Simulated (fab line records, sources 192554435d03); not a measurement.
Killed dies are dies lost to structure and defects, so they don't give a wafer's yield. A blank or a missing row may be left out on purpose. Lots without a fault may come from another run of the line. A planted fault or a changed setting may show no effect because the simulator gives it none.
Chamber matching | flow n5_finfet | N5_DUMMY_GATE_ALD_02 on ald_sin-03: 4 sister chambers
The step deposits SiO2, target thk 2 nm, pulse time 1 s. 27 wafers are shown with their chamber, then 12 later ones without.

WAFERS WITH THEIR CHAMBER
wafer  | chamber | heater_power_w (W) | precursor_pulse_height_rel
L074.3 | 0       | 407                | 1.000
L074.5 | 3       | 415                | 0.996
L074.6 | 2       | 462                | 0.991
L075.1 | 0       | 427                | 1.010
L075.2 | 1       | 440                | 0.998
L075.3 | 3       | 419                | 0.999
L075.4 | 2       | 460                | 0.985
L075.5 | 1       | 452                | 0.982
L075.6 | 0       | 407                | 0.994
L076.1 | 3       | 411                | 1.006
L076.2 | 2       | 447                | 1.003
L076.3 | 0       | 412                | 1.025
L076.4 | 1       | 445                | 1.000
L076.5 | 1       | 447                | 1.002
L076.6 | 2       | 452                | 0.989
L077.1 | 1       | 462                | 1.021
L077.2 | 2       | 469                | 1.048
L077.3 | 0       | 403                | 1.007
L077.4 | 3       | 427                | 1.016
L077.5 | 0       | 419                | 1.005
L077.6 | 1       | 457                | 0.986
L081.1 | 3       | 420                | 1.010
L081.4 | 1       | 449                | 1.006
L081.5 | 3       | 409                | 1.027
L082.1 | 3       | 407                | 0.966
L082.3 | 1       | 450                | 0.982
L082.4 | 2       | 451                | 0.980

SIGNATURES (means of the wafers above)
reading                    | chamber 0 | chamber 1 | chamber 2 | chamber 3 | scatter within a chamber
heater_power_w             | 412.50    | 450.25    | 456.83    | 415.43    | 7.73
precursor_pulse_height_rel | 1.00683   | 0.99713   | 0.99933   | 1.00286   | 0.0177
Rule: a wafer's distance from a chamber is the root of the sum, over the readings, of the square of ((its reading less the chamber's mean) divided by the reading's scatter). The wafer belongs to the nearest chamber; if the next one is less than 2 further off, it can't be placed. The scatter: the root of (the sum of the squares of (reading less its chamber's mean) over the shown wafers, divided by (wafers less chambers)).

WAFERS WITHOUT THEIR CHAMBER
wafer  | heater_power_w (W) | precursor_pulse_height_rel
L084.1 | 432                | 0.992
L084.2 | 406                | 1.008
L084.3 | 460                | 0.988
L084.4 | 404                | 0.989
L084.5 | 444                | 1.046
L084.6 | 468                | 1.041
L088.1 | 411                | 0.992
L088.5 | 421                | 0.979
L088.6 | 426                | 1.039
L096.1 | 466                | 0.988
L096.2 | 428                | 0.980
L096.4 | 470                | 1.029

WHICH CHAMBER EACH WENT THROUGH
wafer  | from the rows above               | in truth
L084.1 | can't be placed: 3 or 1 or 0 or 2 | 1
L084.2 | can't be placed: 0 or 3           | 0
L084.3 | can't be placed: 2 or 1           | 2
L084.4 | can't be placed: 0 or 3           | 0
L084.5 | can't be placed: 1 or 2 or 3 or 0 | 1
L084.6 | can't be placed: 2 or 1           | 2
L088.1 | can't be placed: 3 or 0           | 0
L088.5 | can't be placed: 3 or 0           | 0
L088.6 | can't be placed: 3 or 0 or 1      | 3
L096.1 | can't be placed: 2 or 1           | 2
L096.2 | can't be placed: 3 or 0 or 1 or 2 | 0
L096.4 | can't be placed: 2 or 1           | 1
Placed correctly: 0 of 12. Can't be placed from these rows: 12 (the true chamber is among the candidates in 12). Placed wrongly: 0.
